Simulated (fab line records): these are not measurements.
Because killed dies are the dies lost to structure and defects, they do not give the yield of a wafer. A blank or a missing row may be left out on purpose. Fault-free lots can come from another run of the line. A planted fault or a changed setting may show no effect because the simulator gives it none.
Matching of chambers || flow n5-finfet || N5_BEOL_M10_ETCH_65 on rie-diel-06 has 4 sister chambers
The step etches SiARC in CF4, target depth 39 nm, time 65 s. 14 wafers are shown with their chamber, then 6 later ones without.

WAFERS PAIRED WITH THEIR CHAMBERS
{"wafer": "L368.1", "chamber": 1, "drypump-motor-current-A (A)": 4.8, "showerhead-plenum-p-Torr (Torr)": 2.04, "oes-product-au (a.u.)": 0.62}
{"wafer": "L368.2", "chamber": 3, "drypump-motor-current-A (A)": 6.6, "showerhead-plenum-p-Torr (Torr)": 2.16, "oes-product-au (a.u.)": 0.67}
{"wafer": "L368.5", "chamber": 1, "drypump-motor-current-A (A)": 4.8, "showerhead-plenum-p-Torr (Torr)": 2.04, "oes-product-au (a.u.)": 0.61}
{"wafer": "L369.2", "chamber": 1, "drypump-motor-current-A (A)": 4.9, "showerhead-plenum-p-Torr (Torr)": 2.04, "oes-product-au (a.u.)": 0.61}
{"wafer": "L369.6", "chamber": 3, "drypump-motor-current-A (A)": 6.6, "showerhead-plenum-p-Torr (Torr)": 2.15, "oes-product-au (a.u.)": 0.65}
{"wafer": "L371.2", "chamber": 0, "drypump-motor-current-A (A)": 6.2, "showerhead-plenum-p-Torr (Torr)": 2.09, "oes-product-au (a.u.)": 0.70}
{"wafer": "L371.5", "chamber": 3, "drypump-motor-current-A (A)": 6.6, "showerhead-plenum-p-Torr (Torr)": 2.15, "oes-product-au (a.u.)": 0.65}
{"wafer": "L371.6", "chamber": 2, "drypump-motor-current-A (A)": 5.4, "showerhead-plenum-p-Torr (Torr)": 2.08, "oes-product-au (a.u.)": 0.65}
{"wafer": "L372.2", "chamber": 2, "drypump-motor-current-A (A)": 5.4, "showerhead-plenum-p-Torr (Torr)": 2.08, "oes-product-au (a.u.)": 0.65}
{"wafer": "L372.4", "chamber": 1, "drypump-motor-current-A (A)": 4.9, "showerhead-plenum-p-Torr (Torr)": 2.04, "oes-product-au (a.u.)": 0.60}
{"wafer": "L372.5", "chamber": 2, "drypump-motor-current-A (A)": 5.4, "showerhead-plenum-p-Torr (Torr)": 2.08, "oes-product-au (a.u.)": 0.66}
{"wafer": "L376.1", "chamber": 3, "drypump-motor-current-A (A)": 6.6, "showerhead-plenum-p-Torr (Torr)": 2.15, "oes-product-au (a.u.)": 0.65}
{"wafer": "L376.2", "chamber": 2, "drypump-motor-current-A (A)": 5.4, "showerhead-plenum-p-Torr (Torr)": 2.08, "oes-product-au (a.u.)": 0.65}
{"wafer": "L376.6", "chamber": 0, "drypump-motor-current-A (A)": 6.2, "showerhead-plenum-p-Torr (Torr)": 2.09, "oes-product-au (a.u.)": 0.71}

SIGNATURES (means of the wafers above)
{"reading": "drypump-motor-current-A", "chamber 0": 6.200, "chamber 1": 4.850, "chamber 2": 5.400, "chamber 3": 6.600, "scatter within a chamber": 0.0316}
{"reading": "showerhead-plenum-p-Torr", "chamber 0": 2.0900, "chamber 1": 2.0400, "chamber 2": 2.0800, "chamber 3": 2.1525, "scatter within a chamber": 0.00274}
{"reading": "oes-product-au", "chamber 0": 0.7050, "chamber 1": 0.6100, "chamber 2": 0.6525, "chamber 3": 0.6550, "scatter within a chamber": 0.00791}
Rule: a wafer's distance from a chamber is the root of the sum, over the readings, of the square of ((its reading less the chamber's mean) divided by the reading's scatter). If the next closest chamber is less than 2 further off than the closest, the wafer can't be placed; otherwise it belongs to the closest. The scatter: take each reading less its chamber's mean, square it, sum over the shown wafers, divide by the number of wafers less the number of chambers, and take the root.

WAFERS WITH NO CHAMBER GIVEN
{"wafer": "L379.2", "drypump-motor-current-A (A)": 5.4, "showerhead-plenum-p-Torr (Torr)": 2.08, "oes-product-au (a.u.)": 0.64}
{"wafer": "L379.4", "drypump-motor-current-A (A)": 4.8, "showerhead-plenum-p-Torr (Torr)": 2.03, "oes-product-au (a.u.)": 0.60}
{"wafer": "L379.5", "drypump-motor-current-A (A)": 6.6, "showerhead-plenum-p-Torr (Torr)": 2.15, "oes-product-au (a.u.)": 0.64}
{"wafer": "L380.2", "drypump-motor-current-A (A)": 6.6, "showerhead-plenum-p-Torr (Torr)": 2.15, "oes-product-au (a.u.)": 0.65}
{"wafer": "L380.3", "drypump-motor-current-A (A)": 5.4, "showerhead-plenum-p-Torr (Torr)": 2.08, "oes-product-au (a.u.)": 0.65}
{"wafer": "L380.5", "drypump-motor-current-A (A)": 4.9, "showerhead-plenum-p-Torr (Torr)": 2.03, "oes-product-au (a.u.)": 0.60}

WHICH CHAMBER EACH ONE RAN IN
{"wafer": "L379.2", "from the rows above": 2, "in truth": 2}
{"wafer": "L379.4", "from the rows above": 1, "in truth": 1}
{"wafer": "L379.5", "from the rows above": 3, "in truth": 3}
{"wafer": "L380.2", "from the rows above": 3, "in truth": 3}
{"wafer": "L380.3", "from the rows above": 2, "in truth": 2}
{"wafer": "L380.5", "from the rows above": 1, "in truth": 1}
Correctly placed: 6 of 6. Left unplaced by these rows: 0. 0 placed wrongly.
